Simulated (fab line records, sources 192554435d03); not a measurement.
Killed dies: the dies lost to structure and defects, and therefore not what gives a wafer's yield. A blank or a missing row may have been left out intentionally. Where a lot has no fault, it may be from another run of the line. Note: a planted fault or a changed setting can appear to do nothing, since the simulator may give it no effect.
Chamber matching | flow n5-finfet | 4 sister chambers for N5_GATE_CUT_STRIP_41 on rie-diel-01
The step strips in CF4. 4 wafers are shown with their chamber, then 10 later ones without.

WAFERS, EACH WITH ITS CHAMBER
wafer  | chamber | drypump-motor-current-A (A)
L087.1 | 0       | 5.07
L087.5 | 1       | 5.61
L089.1 | 2       | 5.68
L089.2 | 3       | 5.66

WAFERS MISSING THEIR CHAMBER
wafer  | drypump-motor-current-A (A)
L089.5 | 5.70
L091.3 | 5.65
L091.4 | 5.06
L091.5 | 5.62
L093.3 | 5.66
L093.5 | 5.06
L093.6 | 5.66
L094.1 | 5.59
L094.2 | 5.65
L094.4 | 5.69

CHAMBER TAKEN BY EACH
wafer  | from the rows above     | in truth
L089.5 | can't be placed: 2 or 3 | 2
L091.3 | can't be placed: 3 or 2 | 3
L091.4 | 0                       | 0
L091.5 | 1                       | 1
L093.3 | can't be placed: 3 or 2 | 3
L093.5 | 0                       | 0
L093.6 | can't be placed: 3 or 2 | 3
L094.1 | 1                       | 1
L094.2 | can't be placed: 3 or 2 | 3
L094.4 | can't be placed: 2 or 3 | 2
4 of 10 placed correctly. Cannot be placed on the basis of these rows: 6; the candidates contain the true chamber in 6. Placed wrongly: 0.
How it was worked out, from the rows above alone: a wafer's distance from a chamber is the root of the sum, over the readings, of the square of ((its reading less the chamber's mean) divided by the reading's scatter). The wafer belongs to the nearest chamber; if the next one is less than 2 further off, it can't be placed. Each chamber's mean is taken over the wafers shown for it. The scatter (one wafer shown for each chamber): square how far every hidden wafer sits from the nearest shown wafer, average those squares and take the square root.
